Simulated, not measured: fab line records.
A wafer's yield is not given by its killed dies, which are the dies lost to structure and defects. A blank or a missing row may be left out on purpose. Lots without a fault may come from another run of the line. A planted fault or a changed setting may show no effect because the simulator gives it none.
Struck lot and sound lot, side by side | flow nand-harc | 14 out of 1159 route steps
Sound: the wafers L851.1, L851.4, L851.6. The struck wafers were L857.4, L857.5, L857.6. The cause is named last.
Each step with rows lists, per side, the tool, then ch with its chambers, then its first start. Under that, the readings that differ: sound wafers | struck wafers | difference of the means | sigmas: that difference in standard deviations of wafers without a fault.
alike: readings with means less than 2 such deviations apart, plus words and numbers identical on both sides. not compared: withheld readings, readings lacking a value on some wafer, bounds such as >300 that could conceal the same value, and numbers that have no deviation in the record and whose values overlap.
The two part at a step that has a row with sigmas, a row that says differs or no value, or rows on one side only. Non-overlapping numbers with no deviation appear without sigmas and do not part them. A reading that every wafer of one side lacks parts them only if that side has two wafers or more.

first, 8 steps without rows for these wafers: NHARC_P_M2_HMDS_02 (time 30 s); NHARC_P_M2_COAT_34 (time 65 s); NHARC_P_M2_COAT_03 (resist thk 90 nm); NHARC_P_M2_SOFTBAKE_04 (time 55 s); NHARC_P_M2_EBR_05; NHARC_P_M2_EXPOSE_06 (exposes mask P M2, target cd 170 nm); NHARC_P_M2_PEB_07 (peb time 65 s); NHARC_P_M2_DEVELOP_08 (develop time 35 s).
NHARC_P_M2_CD_MEAS_09: target cd 170 nm.
  sound on cd-sem-01 ch 0, day 6 22:27; struck on cd-sem-03 ch 0, day 8 13:16
  alike: cd-nm
NHARC_P_M2_OVL_MEAS_10: pitch 340 nm.
  sound on overlay-02, day 6 22:32; struck on overlay-01, day 8 13:21
  alike: overlay-x-nm, overlay-y-nm
NHARC_P_M2_INSPECT_11:
  sound on defect-inspect-01, day 6 22:34; struck on defect-inspect-01, day 8 13:23
  alike: raw-defect-count
NHARC_P_M2_DESCUM_14: chemistry O2, time 3 s.
  sound on rie-diel-08 ch 1,2, day 6 22:38; struck on rie-diel-06 ch 1,2, day 8 13:27
  alike: drypump-motor-current-A, oes-product-au, rf-vpp-V, showerhead-plenum-p-Torr, throttle-valve-pct
  not compared: rf-hours-counter-h
NHARC_P_M2_ETCH_35: etches the open film in N2/H2, target depth 40 nm, overetch 12 nm, time 43.94 s.
  sound on rie-diel-08 ch 0,1, day 6 22:43; struck on rie-diel-06 ch 0,3, day 8 13:32
  no value came back on the struck wafers for any of 7 readings (bias-w (W), chamber-pressure-mTorr (mTorr) and others); on the sound wafers bias-w (W) reads 150.7 150.9 150.7
  not compared: rf-hours-counter-h
NHARC_P_M2_ETCH_15: etches the open film in C4F8/Ar, target depth 182.5 nm, time 91.2 s.
  sound on rie-diel-08 ch 0,1; struck on rie-diel-06 ch 2,3, day 8 13:37
  reading               | sound             | struck            | difference | sigmas
  oes-product-au (a.u.) | 0.974 0.988 0.978 | 0.926 0.912 0.928 | -0.058     | -2
  alike: bias-w, chamber-pressure-mTorr, rf-vpp-V
  not compared: rf-hours-counter-h

WHERE THEY PART
At NHARC_P_M2_ETCH_35 first; at NHARC_P_M2_ETCH_15 last (within this record only).

WHY: whatever the simulator had introduced
Whole step skipped at NHARC_P_M2_ETCH_35 on rie-diel-06, starting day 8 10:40. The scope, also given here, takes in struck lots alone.
